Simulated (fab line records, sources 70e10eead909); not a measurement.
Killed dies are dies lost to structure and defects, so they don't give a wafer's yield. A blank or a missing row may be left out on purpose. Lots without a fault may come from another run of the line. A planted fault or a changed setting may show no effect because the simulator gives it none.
Which tool did it? | flow nand_harc | 13 lots, 39 wafers sampled, at 4 steps of a route of 1159

WHAT THE GAUGES READ, wafer by wafer
NHARC_THIN_TSV_CD_MEAS_37. Usual: cd_nm 5001.2 nm, standard deviation 3.
lot  | measured     | on        | cd_nm (nm)           | flag
L329 | day 19 09:33 | cd_sem-02 | 5003.0 5006.2 5002.0 |
L330 | day 19 10:55 | cd_sem-03 | 5000.1 5003.8 4999.0 |
L333 | day 19 11:35 | cd_sem-03 | 5004.6 5001.6 5003.3 |
L331 | day 19 15:59 | cd_sem-03 | 4996.1 4999.2 4999.7 |
L335 | day 20 21:30 | cd_sem-02 | 4997.5 4999.0 5001.0 |
L337 | day 21 10:22 | cd_sem-01 | 4999.9 5002.4 5003.5 |
L340 | day 22 23:47 | cd_sem-02 | 5004.7 5005.2 4998.4 |
L346 | day 23 01:35 | cd_sem-03 | 5002.5 4995.6 4996.0 |
L344 | day 23 15:58 | cd_sem-02 | 4995.2 5002.7 5004.3 |
L347 | day 23 21:07 | cd_sem-02 | 5000.7 4999.1 4996.0 |
L348 | day 24 00:31 | cd_sem-02 | 5003.8 4999.3 5000.2 |
L350 | day 24 17:35 | cd_sem-01 | 5001.0 5001.9 5001.8 |
L351 | day 24 21:09 | cd_sem-02 | 4999.1 5004.5 5003.2 |

WHICH TOOL RAN EACH LOT (tool, then ch and the chambers of the sampled wafers, then the start)
lot  | NHARC_A_M1_STRIP_18                | NHARC_THIN_TSV_PRE_CLEAN_54  | NHARC_THIN_TSV_ETCH_59
L329 | rie_diel-06 ch 0,1,3, day 17 23:04 | pvd_sputter-01, day 19 06:49 | rie_metal-01 ch 0,1, day 19 08:13
L330 | rie_diel-04 ch 1,2, day 17 23:25   | pvd_sputter-01, day 19 08:33 | rie_metal-03 ch 0,1, day 19 09:46
L333 | rie_diel-04 ch 0,1,3, day 18 01:04 | pvd_sputter-02, day 19 09:13 | rie_metal-01 ch 0,1, day 19 10:28
L331 | rie_diel-04 ch 0,1,3, day 18 09:15 | pvd_sputter-03, day 19 13:32 | rie_metal-03 ch 0,1, day 19 14:49
L335 | rie_diel-12 ch 1,2, day 19 17:47   | pvd_sputter-01, day 20 18:58 | rie_metal-03 ch 0,1, day 20 20:23
L337 | rie_diel-12 ch 0,1,3, day 20 01:18 | pvd_sputter-01, day 21 07:55 | rie_metal-03 ch 0,1, day 21 09:08
L340 | rie_diel-12 ch 1,2,3, day 21 18:42 | pvd_sputter-02, day 22 21:23 | rie_metal-01 ch 0,1, day 22 22:38
L346 | rie_diel-12 ch 1,3, day 21 19:40   | pvd_sputter-02, day 22 22:29 | rie_metal-02 ch 0, day 23 00:16
L344 | rie_diel-12 ch 1,2,3, day 22 10:34 | pvd_sputter-02, day 23 12:22 | rie_metal-02 ch 0,1, day 23 13:47
L347 | rie_diel-04 ch 1,2,3, day 22 16:02 | pvd_sputter-01, day 23 18:34 | rie_metal-02 ch 0,1, day 23 19:58
L348 | rie_diel-12 ch 2,3, day 22 19:49   | pvd_sputter-02, day 23 21:40 | rie_metal-02 ch 0,1, day 23 23:00
L350 | rie_diel-04 ch 0,2,3, day 23 11:22 | pvd_sputter-01, day 24 15:12 | rie_metal-03 ch 0,1, day 24 16:28
L351 | rie_diel-04 ch 0,2,3, day 23 18:11 | pvd_sputter-03, day 24 18:46 | rie_metal-03 ch 0,1, day 24 20:02
- NHARC_A_M1_STRIP_18: strips in N2/H2.
- NHARC_THIN_TSV_PRE_CLEAN_54: time 30 s.
- NHARC_THIN_TSV_ETCH_59: etches the open film in Cl2/BCl3, target depth 880 nm, time 138.1 s.

WHAT THE TOOLS THEMSELVES READ (means of the sampled wafers that have a number; where no wafer has one, the mark that the record gives instead)
NHARC_A_M1_STRIP_18. Usual: chamber_pressure_mTorr 29.998 mTorr, standard deviation 0.027; drypump_motor_current_A 5.5 A, standard deviation 0.36; oes_product_au 0.999 a.u., standard deviation 0.0099; rf_vpp_V 90.7 V, standard deviation 0.92; showerhead_plenum_p_Torr 2.05 Torr, standard deviation 0.079; throttle_valve_pct 14.171 %, standard deviation 0.0094.
lot  | tool        | chamber_pressure_mTorr (mTorr) | drypump_motor_current_A (A) | oes_product_au (a.u.) | rf_vpp_V (V) | showerhead_plenum_p_Torr (Torr) | throttle_valve_pct (%) | flag
L329 | rie_diel-06 | 30.002                         | 5.5                         | 0.995                 | 90.3         | 2.05                            | 14.170                 |
L330 | rie_diel-04 | 29.974                         | 5.4                         | 0.998                 | 90.4         | 2.14                            | 14.167                 |
L333 | rie_diel-04 | 30.003                         | 5.4                         | 1.001                 | 90.1         | 2.05                            | 14.167                 |
L331 | rie_diel-04 | 29.982                         | 5.4                         | 0.996                 | 90.9         | 2.05                            | 14.169                 |
L335 | rie_diel-12 | 29.985                         | 5.5                         | 0.997                 | 91.0         | 2.11                            | 14.172                 |
L337 | rie_diel-12 | 30.032                         | 5.6                         | 0.999                 | 90.7         | 2.01                            | 14.173                 |
L340 | rie_diel-12 | 30.010                         | 5.5                         | 0.999                 | 91.6         | 2.08                            | 14.168                 |
L346 | rie_diel-12 | 29.973                         | 5.4                         | 1.007                 | 90.9         | 2.05                            | 14.167                 |
L344 | rie_diel-12 | 29.996                         | 5.5                         | 1.003                 | 90.7         | 2.08                            | 14.177                 |
L347 | rie_diel-04 | 29.996                         | 5.5                         | 0.994                 | 90.4         | 2.05                            | 14.170                 |
L348 | rie_diel-12 | 30.002                         | 5.2                         | 0.995                 | 91.0         | 2.07                            | 14.168                 |
L350 | rie_diel-04 | 30.016                         | 5.7                         | 0.996                 | 90.7         | 2.00                            | 14.170                 |
L351 | rie_diel-04 | 30.026                         | 5.7                         | 0.987                 | 91.0         | 2.00                            | 14.168                 |

NHARC_THIN_TSV_PRE_CLEAN_54. Usual: heater_power_w 428 W, standard deviation 48.
lot  | tool           | heater_power_w (W) | flag
L329 | pvd_sputter-01 | 407                |
L330 | pvd_sputter-01 | 424                |
L333 | pvd_sputter-02 | 425                |
L331 | pvd_sputter-03 | 410                |
L335 | pvd_sputter-01 | 439                |
L337 | pvd_sputter-01 | 409                |
L340 | pvd_sputter-02 | 455                |
L346 | pvd_sputter-02 | 422                |
L344 | pvd_sputter-02 | 420                |
L347 | pvd_sputter-01 | 432                |
L348 | pvd_sputter-02 | 431                |
L350 | pvd_sputter-01 | 427                |
L351 | pvd_sputter-03 | 441                |

NHARC_THIN_TSV_ETCH_59. Usual: chamber_pressure_mTorr 9.999 mTorr, standard deviation 0.0091; drypump_motor_current_A 5.7 A, standard deviation 0.53; oes_product_au 0.999 a.u., standard deviation 0.0093; run_length_s 159.7 s, standard deviation 0.34; throttle_valve_pct 22.263 %, standard deviation 0.0095.
lot  | tool         | chamber_pressure_mTorr (mTorr) | drypump_motor_current_A (A) | oes_product_au (a.u.) | run_length_s (s) | throttle_valve_pct (%) | flag
L329 | rie_metal-01 | 9.998                          | 5.7                         | 1.001                 | 159.7            | 22.265                 |
L330 | rie_metal-03 | 9.997                          | 6.0                         | 1.004                 | 159.5            | 22.271                 |
L333 | rie_metal-01 | 10.000                         | 5.7                         | 1.007                 | 159.8            | 22.268                 |
L331 | rie_metal-03 | 10.007                         | 5.6                         | 1.007                 | 159.8            | 22.261                 |
L335 | rie_metal-03 | 10.001                         | 5.5                         | 0.997                 | 159.7            | 22.259                 |
L337 | rie_metal-03 | 10.006                         | 5.5                         | 0.995                 | 159.9            | 22.258                 |
L340 | rie_metal-01 | 10.002                         | 5.7                         | 1.010                 | 154.6            | 22.263                 | OFF
L346 | rie_metal-02 | 9.999                          | 6.1                         | 0.992                 | 159.4            | 22.261                 |
L344 | rie_metal-02 | 10.004                         | 5.6                         | 0.994                 | 159.4            | 22.258                 |
L347 | rie_metal-02 | 10.002                         | 5.9                         | 0.998                 | 159.4            | 22.272                 |
L348 | rie_metal-02 | 9.998                          | 5.6                         | 0.999                 | 159.6            | 22.266                 |
L350 | rie_metal-03 | 9.999                          | 6.0                         | 0.994                 | 159.5            | 22.266                 |
L351 | rie_metal-03 | 9.992                          | 5.5                         | 0.992                 | 160.0            | 22.258                 |

THE ANSWER, worked out from the rows above alone
Rule: a lot is off if the mean of its wafers that have a number lies more than 3 standard deviations from the usual mean. A lot without any number at a reading at which 4 lots or more have one is off too. The other lots that the step has rows for count as sound. The gauges are gone through in route order, then the tools' own readings, and for those a lot's mean is taken as printed above. The first step at which some lot is off is used, and at that step the reading that is off furthest; a lot without a number counts as furthest.
Off: L340, at NHARC_THIN_TSV_ETCH_59 (run_length_s).
A tool fits if, at that step or a process step before it, it ran every lot that is off, and no sound lot after the first of them. One fits: rie_metal-01 at NHARC_THIN_TSV_ETCH_59. Its last sound lot is L333 (day 19 10:28), its first lot that is off L340 (day 22 22:38): a fault that began between those two fits.
The tool's own readings at NHARC_THIN_TSV_ETCH_59 bear it out: on the lots that are off they differ by more than 5 times the standard deviation of the sound lots' means. run_length_s reads 154.6 s there against 159.6 s on the sound lots.

WHAT THE SIMULATOR HAD PUT IN
Process parameter drift: rie_metal-01, from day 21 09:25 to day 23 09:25, at NHARC_THIN_TSV_ETCH_59. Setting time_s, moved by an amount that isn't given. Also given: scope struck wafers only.
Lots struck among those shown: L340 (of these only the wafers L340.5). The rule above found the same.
